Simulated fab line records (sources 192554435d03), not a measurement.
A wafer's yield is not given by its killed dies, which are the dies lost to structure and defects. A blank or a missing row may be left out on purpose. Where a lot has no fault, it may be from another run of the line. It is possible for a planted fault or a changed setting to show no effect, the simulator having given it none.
A lot that was struck, set against a sound lot || flow n5-finfet || 17 steps out of a route of 1938
Sound: wafers L332.1, L332.4, L332.6. Wafers L340.1, L340.5, L340.6 were the ones struck. The cause is named last.
Order at every step that has rows: each side's tool, ch and its chambers, its first start. Under that, the readings that differ: sound wafers || struck wafers || difference of the means || sigmas: that difference in standard deviations of wafers without a fault.
alike: a reading whose means differ by less than 2 such deviations, as well as words and numbers matching on both sides. not compared: withheld readings; readings where some wafer has no value; bounds like >300 that might hide an equal value; numbers whose values overlap and for which the record gives no deviation.
The two part at a step that has a row with sigmas, a row that says differs or no value, or rows on one side only. Numbers that don't overlap but have no deviation are shown without sigmas and don't part them. A reading missing from all wafers of one side parts the sides only when that side holds two or more wafers.

first, 11 steps without rows for these wafers: N5_DUMMY_GATE_ETCH_36 (etches SiARC in CF4, target depth 13 nm); N5_DUMMY_GATE_ETCH_37 (etches SOC in N2/H2, target depth 60 nm, overetch 30 nm); N5_DUMMY_GATE_STRIP_38 (strips in N2/H2); N5_DUMMY_GATE_STRIP_39 (strips in N2/H2); N5_DUMMY_GATE_TRIM_49 (chemistry O2, time 29 s, target cd 14 nm); N5_DUMMY_GATE_STRIP_40 (strips in CF4); N5_DUMMY_GATE_ETCH_31 (etches SiO2 in C4F6/O2, target depth 82.5 nm, time 27.5 s); N5_DUMMY_GATE_STRIP_41 (strips in O2); N5_DUMMY_GATE_HM_OPEN_21 (chemistry CH3F/O2, target SiNx, target depth 120 nm, time 171.4 s); N5_DUMMY_GATE_ETCH_32 (etches SiO2 in CF4, target depth 3.5 nm, time 3.9 s); N5_DUMMY_GATE_ETCH_23 (etches poly-Si in HBr/Cl2/O2, target depth 41 nm, time 22.3 s).
N5_DUMMY_GATE_ETCH_44: etches poly-Si in HBr/O2, stops on SiO2, target depth 127.5 nm.
  sound on rie-si-04 ch 1,3, day 3 10:58; struck on rie-si-04 ch 0,2, day 5 10:32
  no value came back on the struck wafers for any of 6 readings (HBr_flow_sccm (sccm), O2_flow_sccm (sccm) and others); on the sound wafers HBr_flow_sccm (sccm) reads 119.6 120.1 119.7
{"reading": "model.DUMMY_GATE.cd-nm (nm)", "sound": "15 14.8 15", "struck": "13.6 13.8 13.8", "difference": -1.2, "sigmas": ""}
  not compared: rf-hours-counter-h
N5_DUMMY_GATE_CD_MEAS_24: the cd target is 15 nm.
  struck on cd-sem-01, day 5 10:38; sound on cd-sem-01, day 3 11:04
{"reading": "cd-nm (nm)", "sound": "15.20 15.30 15.09", "struck": "13.18 13.65 13.98", "difference": -1.59, "sigmas": -6}
N5_DUMMY_GATE_ETCH_42: etches SiO2 in CHF3/O2, target depth 3.5 nm, time 31 s.
  sound on rie-diel-06 ch 1,3, day 3 11:07; struck on rie-diel-06 ch 1,2, day 5 10:41
{"reading": "model.DUMMY_GATE.cd-nm (nm)", "sound": "15 15 15", "struck": "13.4 13.8 13.8", "difference": -1.3, "sigmas": ""}
  alike: CHF3_flow_sccm, O2_flow_sccm, bias-w, drypump-motor-current-A, oes-product-au, rf-vpp-V, showerhead-plenum-p-Torr, throttle-valve-pct
  not compared: rf-hours-counter-h
then, 1 step without rows for these wafers: N5_DUMMY_GATE_STRIP_48 (strips in N2/H2, time 20 s).
N5_BEOL_M4_RC_MEAS_101:
  the record has rows for the sound wafers here (prober-02 ch 0, day 7 20:25) and none for the struck ones
-- a jump in the record: the struck wafers' starts before and after are 10 days apart (it breaks off in module BEOL_M4 and resumes in module PASSIVATION, where the first step shown is number 1936 of the route) --
N5_PASSIVATION_PROBE_49:
  the record has rows for the struck wafers here (prober-02, day 15 08:00) and none for the sound ones

## WHERE THEY PART
Earliest at N5_DUMMY_GATE_ETCH_44; latest, in this record, at N5_PASSIVATION_PROBE_49.

WHY: what the simulator had put in
Skipped step whole: rie-si-04, from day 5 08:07 on, at N5_DUMMY_GATE_ETCH_44. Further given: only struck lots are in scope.
